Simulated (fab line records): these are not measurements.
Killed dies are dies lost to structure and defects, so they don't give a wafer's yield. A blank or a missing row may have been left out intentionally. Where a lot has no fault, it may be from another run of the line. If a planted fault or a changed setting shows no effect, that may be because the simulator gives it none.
Chamber matching | flow n5-finfet | pecvd-03 running N5_BEOL_M3_DEP_57: 3 sister chambers
The step deposits SiCN from 3MS/NH3, target thk 8 nm, time 14 s. 3 wafers are shown with their chamber, then 8 later ones without.

## EACH WAFER AND ITS CHAMBER
wafer  | chamber | showerhead-plenum-p-Torr (Torr)
L092.3 | 0       | 3.675
L092.4 | 2       | 3.654
L087.3 | 1       | 3.677

## WAFERS WITHOUT THEIR CHAMBER
wafer  | showerhead-plenum-p-Torr (Torr)
L087.4 | 3.656
L087.6 | 3.678
L089.2 | 3.674
L089.4 | 3.652
L089.5 | 3.673
L091.1 | 3.653
L091.3 | 3.666
L091.4 | 3.683

## WHICH CHAMBER EACH ONE RAN IN
wafer  | from the rows above          | in truth
L087.4 | 2                            | 2
L087.6 | can't be placed: 1 or 0      | 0
L089.2 | can't be placed: 0 or 1      | 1
L089.4 | 2                            | 2
L089.5 | can't be placed: 0 or 1      | 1
L091.1 | 2                            | 2
L091.3 | can't be placed: 0 or 1 or 2 | 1
L091.4 | can't be placed: 1 or 0      | 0
Correct placement for 3 of the 8. Unplaceable from these rows: 5, with the true chamber sitting among the candidates in 5. Placed wrongly: 0.
How it was worked out, from the rows above alone: a wafer's distance from a chamber is the root of the sum, over the readings, of the square of ((its reading less the chamber's mean) divided by the reading's scatter). The wafer belongs to the nearest chamber; if the next one is less than 2 further off, it can't be placed. For every chamber, the mean is computed from those of its wafers that are shown. The scatter (one wafer shown for each chamber): square how far every hidden wafer sits from the nearest shown wafer, average those squares and take the square root.
